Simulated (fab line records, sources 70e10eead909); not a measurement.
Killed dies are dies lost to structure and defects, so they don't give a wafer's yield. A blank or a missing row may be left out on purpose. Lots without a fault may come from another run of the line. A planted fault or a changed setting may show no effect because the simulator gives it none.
Chamber matching | flow nand_harc | NHARC_A_STAIRCASE_TRIM_229 on rie_diel-05: 4 sister chambers
The step chemistry O2, time 211.2 s. 4 wafers are shown with their chamber, then 12 later ones without.

WAFERS WITH THEIR CHAMBER
wafer  | chamber | drypump_motor_current_A (A)
L085.6 | 3       | 5.0
L088.1 | 1       | 6.5
L088.4 | 2       | 5.7
L088.6 | 0       | 5.3

WAFERS WITHOUT THEIR CHAMBER
wafer  | drypump_motor_current_A (A)
L089.3 | 5.0
L089.4 | 6.5
L089.6 | 5.6
L091.2 | 5.6
L091.3 | 6.5
L091.5 | 5.6
L092.1 | 5.3
L092.3 | 5.6
L092.6 | 6.5
L097.1 | 5.3
L097.2 | 6.5
L097.4 | 5.0

WHICH CHAMBER EACH WENT THROUGH
wafer  | from the rows above | in truth
L089.3 | 3                   | 3
L089.4 | 1                   | 1
L089.6 | 2                   | 2
L091.2 | 2                   | 2
L091.3 | 1                   | 1
L091.5 | 2                   | 2
L092.1 | 0                   | 0
L092.3 | 2                   | 2
L092.6 | 1                   | 1
L097.1 | 0                   | 0
L097.2 | 1                   | 1
L097.4 | 3                   | 3
Placed correctly: 12 of 12. Can't be placed from these rows: 0. Placed wrongly: 0.
How it was worked out, from the rows above alone: a wafer's distance from a chamber is the root of the sum, over the readings, of the square of ((its reading less the chamber's mean) divided by the reading's scatter). The wafer belongs to the nearest chamber; if the next one is less than 2 further off, it can't be placed. A chamber's mean is the mean of its shown wafers. The scatter: with one shown wafer a chamber, the root of the mean of the squares of how far each hidden wafer lies from its nearest shown one.
